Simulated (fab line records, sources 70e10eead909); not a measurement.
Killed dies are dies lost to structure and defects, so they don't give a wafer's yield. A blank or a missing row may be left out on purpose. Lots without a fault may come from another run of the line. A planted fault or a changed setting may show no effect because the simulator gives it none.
Chamber matching | flow nand_harc | NHARC_A_STAIRCASE_ETCH_444 on rie_diel-06: 4 sister chambers
The step etches the open film in C4F8/O2, target depth 10200 nm, time 3400 s. 8 wafers are shown with their chamber, then 9 later ones without.

WAFERS WITH THEIR CHAMBER
wafer  | chamber | oes_product_au (a.u.) | rf_vpp_V (V)
L078.4 | 1       | 0.904                 | 806
L083.1 | 1       | 0.916                 | 805
L086.1 | 3       | 0.926                 | 805
L086.3 | 2       | 0.931                 | 806
L086.5 | 2       | 0.936                 | 805
L091.4 | 0       | 0.908                 | 805
L091.5 | 0       | 0.914                 | 807
L091.6 | 3       | 0.927                 | 805

WAFERS WITHOUT THEIR CHAMBER
wafer  | oes_product_au (a.u.) | rf_vpp_V (V)
L092.1 | 0.915                 | 805
L092.3 | 0.937                 | 804
L092.4 | 0.925                 | 803
L096.1 | 0.964                 | 805
L096.2 | 0.973                 | 804
L096.3 | 0.985                 | 805
L097.1 | 0.941                 | 804
L097.3 | 0.941                 | 806
L097.4 | 0.954                 | 804

WHICH CHAMBER EACH WENT THROUGH
wafer  | from the rows above          | in truth
L092.1 | can't be placed: 1 or 0 or 3 | 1
L092.3 | can't be placed: 2 or 3      | 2
L092.4 | can't be placed: 3 or 2 or 1 | 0
L096.1 | can't be placed: 2 or 3      | 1
L096.2 | can't be placed: 2 or 3      | 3
L096.3 | can't be placed: 2 or 3      | 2
L097.1 | can't be placed: 2 or 3      | 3
L097.3 | can't be placed: 2 or 3      | 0
L097.4 | can't be placed: 2 or 3      | 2
Placed correctly: 0 of 9. Can't be placed from these rows: 9 (the true chamber is among the candidates in 6). Placed wrongly: 0.
How it was worked out, from the rows above alone: a wafer's distance from a chamber is the root of the sum, over the readings, of the square of ((its reading less the chamber's mean) divided by the reading's scatter). The wafer belongs to the nearest chamber; if the next one is less than 2 further off, it can't be placed. A chamber's mean is the mean of its shown wafers. The scatter: the root of (the sum of the squares of (reading less its chamber's mean) over the shown wafers, divided by (wafers less chambers)).
